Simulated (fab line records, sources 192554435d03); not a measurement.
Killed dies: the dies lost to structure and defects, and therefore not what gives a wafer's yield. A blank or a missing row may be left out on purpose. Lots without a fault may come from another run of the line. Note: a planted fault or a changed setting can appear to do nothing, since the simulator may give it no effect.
Chamber matching    flow n5 finfet    rie diel-02 running N5_BEOL_M14_ETCH_67: 4 sister chambers
The step etches SiARC in CF4, target depth 143 nm, time 238.3 s. 4 wafers are shown with their chamber, then 9 later ones without.

## WAFERS PAIRED WITH THEIR CHAMBERS
wafer   chamber  drypump motor current A (A)
L084.5  3        5.1
L084.6  2        5.3
L089.4  1        5.3
L089.6  0        6.1

## WAFERS WITHOUT THEIR CHAMBER
wafer   drypump motor current A (A)
L087.2  5.2
L087.3  5.1
L087.6  6.2
L090.3  6.1
L090.4  5.1
L090.6  6.1
L097.3  6.1
L097.4  5.2
L097.5  6.2

## EACH ONE'S CHAMBER
wafer   from the rows above           in truth
L087.2  can't be placed: 1 or 2 or 3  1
L087.3  3                             3
L087.6  0                             0
L090.3  0                             0
L090.4  3                             3
L090.6  0                             0
L097.3  0                             0
L097.4  can't be placed: 1 or 2 or 3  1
L097.5  0                             0
Correct placement for 7 of the 9. Not placeable from these rows: 2 (in 2, the candidates include the true chamber). Placed wrongly: 0.
How it was worked out, from the rows above alone: a wafer's distance from a chamber is the root of the sum, over the readings, of the square of ((its reading less the chamber's mean) divided by the reading's scatter). If the next closest chamber is less than 2 further off than the closest, the wafer can't be placed; otherwise it belongs to the closest. A chamber's mean is the mean of its shown wafers. The scatter: with one shown wafer a chamber, the root of the mean of the squares of how far each hidden wafer lies from its nearest shown one.
